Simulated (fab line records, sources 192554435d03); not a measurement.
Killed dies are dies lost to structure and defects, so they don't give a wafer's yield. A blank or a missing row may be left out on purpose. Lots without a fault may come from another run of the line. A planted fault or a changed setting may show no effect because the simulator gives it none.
Chamber matching | flow n5_finfet | N5_BEOL_M11_STRIP_36 on rie_diel-05: 4 sister chambers
The step strips in N2/H2. 7 wafers are shown with their chamber, then 9 later ones without.

WAFERS WITH THEIR CHAMBER
wafer  | chamber | showerhead_plenum_p_Torr (Torr) | drypump_motor_current_A (A)
L081.5 | 2       | 2.69                            | 5.81
L082.1 | 1       | 2.49                            | 5.68
L085.2 | 2       | 2.68                            | 5.81
L085.6 | 0       | 2.49                            | 5.83
L086.3 | 0       | 2.49                            | 5.80
L086.4 | 3       | 2.41                            | 6.04
L086.6 | 3       | 2.41                            | 6.05

WAFERS WITHOUT THEIR CHAMBER
wafer  | showerhead_plenum_p_Torr (Torr) | drypump_motor_current_A (A)
L090.2 | 2.49                            | 5.82
L090.5 | 2.49                            | 5.68
L090.6 | 2.49                            | 5.82
L091.1 | 2.67                            | 5.82
L091.4 | 2.49                            | 5.69
L091.5 | 2.41                            | 5.97
L092.1 | 2.49                            | 5.69
L092.2 | 2.67                            | 5.79
L092.5 | 2.49                            | 5.68

WHICH CHAMBER EACH WENT THROUGH
wafer  | from the rows above | in truth
L090.2 | 0                   | 0
L090.5 | 1                   | 1
L090.6 | 0                   | 0
L091.1 | 2                   | 2
L091.4 | 1                   | 1
L091.5 | 3                   | 3
L092.1 | 1                   | 1
L092.2 | 2                   | 2
L092.5 | 1                   | 1
Placed correctly: 9 of 9. Can't be placed from these rows: 0. Placed wrongly: 0.
How it was worked out, from the rows above alone: a wafer's distance from a chamber is the root of the sum, over the readings, of the square of ((its reading less the chamber's mean) divided by the reading's scatter). The wafer belongs to the nearest chamber; if the next one is less than 2 further off, it can't be placed. A chamber's mean is the mean of its shown wafers. The scatter: the root of (the sum of the squares of (reading less its chamber's mean) over the shown wafers, divided by (wafers less chambers)).
